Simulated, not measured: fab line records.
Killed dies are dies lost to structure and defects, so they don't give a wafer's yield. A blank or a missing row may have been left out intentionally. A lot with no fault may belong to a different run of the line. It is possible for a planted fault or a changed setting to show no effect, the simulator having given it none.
Split-lot experiment	flow n5_finfet	on a route of 1938 steps: 7 lots, 21 wafers read

== THE SPLIT ITSELF ==
At N5_BEOL_M9_EXPOSE_08 (exposes mask M9), the setting dose_mj was moved away from the recipe's 53.75 on 7 of the 21 wafers read, by -4.9% to +6.1%. All remaining wafers had this setting at the recipe value.

== FROM THE SPLIT TO THE READING: what the file shows between them, 10 steps ==
- N5_BEOL_M9_PEB_09: peb time 60 s
- N5_BEOL_M9_DEVELOP_10: develop time 30 s
- N5_BEOL_M9_CD_MEAS_11: target cd 64.1 nm
- N5_BEOL_M9_DESCUM_16: chemistry O2, time 7.9 s
- N5_BEOL_M9_ETCH_61: etches SiARC in CF4, target depth 39 nm, time 65 s
- N5_BEOL_M9_ETCH_62: etches SOC in N2/H2, target depth 110 nm, overetch 22 nm, time 165 s (also split here: source_w)
- N5_BEOL_M9_STRIP_68: strips in N2/H2
- N5_BEOL_M9_STRIP_67: strips in CF4
- N5_BEOL_M9_HM_OPEN_17: chemistry Cl2/BCl3, target TiN, target depth 20 nm, overetch 6 nm
- N5_BEOL_M9_STRIP_19: strips in O2

== THE READING ==
cd_nm, in nm, at N5_BEOL_M9_CD_MEAS_18 (pitch 140 nm, target cd 70 nm). A value of 70.1 nm with a standard deviation of 0.44 nm is what fault-free wafers of this fab line usually give.

wafer	tool, chamber at the split	dose_mj as run	against the recipe	cd_nm, nm	against lot-mates on the recipe
L081.1	arfi_scanner-03, 0	53.75	recipe	71.1	-
L081.2	arfi_scanner-03, 0	53.75	recipe	69.7	-
L081.6	arfi_scanner-03, 0	57.01	+6.1%	73.2	+2.8
L083.1	arfi_scanner-03, 0	52.58	-2.2%	68.9	-1.5
L083.2	arfi_scanner-03, 0	52.58	-2.2%	68.9	-1.5
L083.4	arfi_scanner-03, 0	53.75	recipe	70.4	-
L088.1	arfi_scanner-01, 0	51.09	-4.9%	67.9	-1.6
L088.5	arfi_scanner-01, 0	53.75	recipe	69.5	-
L088.6	arfi_scanner-01, 0	51.09	-4.9%	67.5	-2.0
L090.2	arfi_scanner-01, 0	53.75	recipe	70.0	-
L090.3	arfi_scanner-01, 0	53.75	recipe	69.8	-
L090.4	arfi_scanner-01, 0	53.75	recipe	69.6	-
L093.2	arfi_scanner-03, 0	53.75	recipe	70.1	-
L093.3	arfi_scanner-03, 0	53.75	recipe	69.7	-
L093.4	arfi_scanner-03, 0	56.81	+5.7%	72.8	+2.9
L091.2	arfi_scanner-01, 0	53.75	recipe	70.4	-
L091.3	arfi_scanner-01, 0	54.84	+2.0%	71.7	+1.6
L091.5	arfi_scanner-01, 0	53.75	recipe	69.8	-
L092.3	arfi_scanner-02, 0	53.75	recipe	70.2	-
L092.4	arfi_scanner-02, 0	53.75	recipe	69.7	-
L092.6	arfi_scanner-02, 0	53.75	recipe	70.5	-

FIT RESULTS
A straight line over all 21 wafers: cd_nm changes by +0.504 nm for each +1% of dose_mj; r = +0.96; the points scatter about the line by 0.4 nm.
The same after taking each lot's own level away (the mean of its wafers on the recipe; 21 wafers): +0.464 nm for each +1%; r = +0.95; scatter 0.41 nm.
According to that fit, moving dose_mj by its largest amount changes the reading by 2.8 nm.
The lots' own levels span 69.50 to 70.40 nm, that is 2.0 times the standard deviation above.
Consequently the slope shifts little with the lot-to-lot level, the two slopes agreeing.
Check: for one of the wafers moved furthest among these (+6.1%), held out of the fit, the line's prediction against its lot-mates is +2.88 nm. It came out at +2.8 nm against them.

== THESE WAFERS: OTHER SPLITS ==
Before the reading, these wafers also passed through other splits. Each is held against what the fit with the lots' levels taken away leaves over:
other split on the same wafers	wafers away from the commonest value	r with cd_nm (lot level and that fit taken away)
N5_BEOL_M8_PEB_09 peb_time_s	8	+0.44
N5_BEOL_M9_PECVD_70 temp_c	9	+0.21
N5_BEOL_M9_ETCH_62 source_w	7	+0.18

== THE WHOLE CHAIN: every reading that the file lists as answering this split, in the file's order ==
step	what it does	reading	change (the file's fit)	r (the file's)
N5_BEOL_M9_CD_MEAS_11	target cd 64.1 nm	cd_nm	+0.505 nm for each +1% of the setting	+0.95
N5_BEOL_M9_ETCH_61	etches SiARC in CF4, target depth 39 nm, time 65 s	BEOL_M9.cd_offset_nm (the simulator's own value, which no gauge read)	+0.554 nm for each +1% of the setting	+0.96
N5_BEOL_M9_ETCH_62	etches SOC in N2/H2, target depth 110 nm, overetch 22 nm, time 165 s	BEOL_M9.cd_offset_nm (the simulator's own value, which no gauge read)	+0.491 nm for each +1% of the setting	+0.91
N5_BEOL_M9_HM_OPEN_17	chemistry Cl2/BCl3, target TiN, target depth 20 nm, overetch 6 nm	BEOL_M9.cd_offset_nm (the simulator's own value, which no gauge read)	+0.509 nm for each +1% of the setting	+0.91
N5_BEOL_M9_CD_MEAS_18	pitch 140 nm, target cd 70 nm	cd_nm	+0.484 nm for each +1% of the setting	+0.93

== FILE'S OWN FIT ==
cd_nm changes by +0.484 nm for each +1% of dose_mj, r = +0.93.
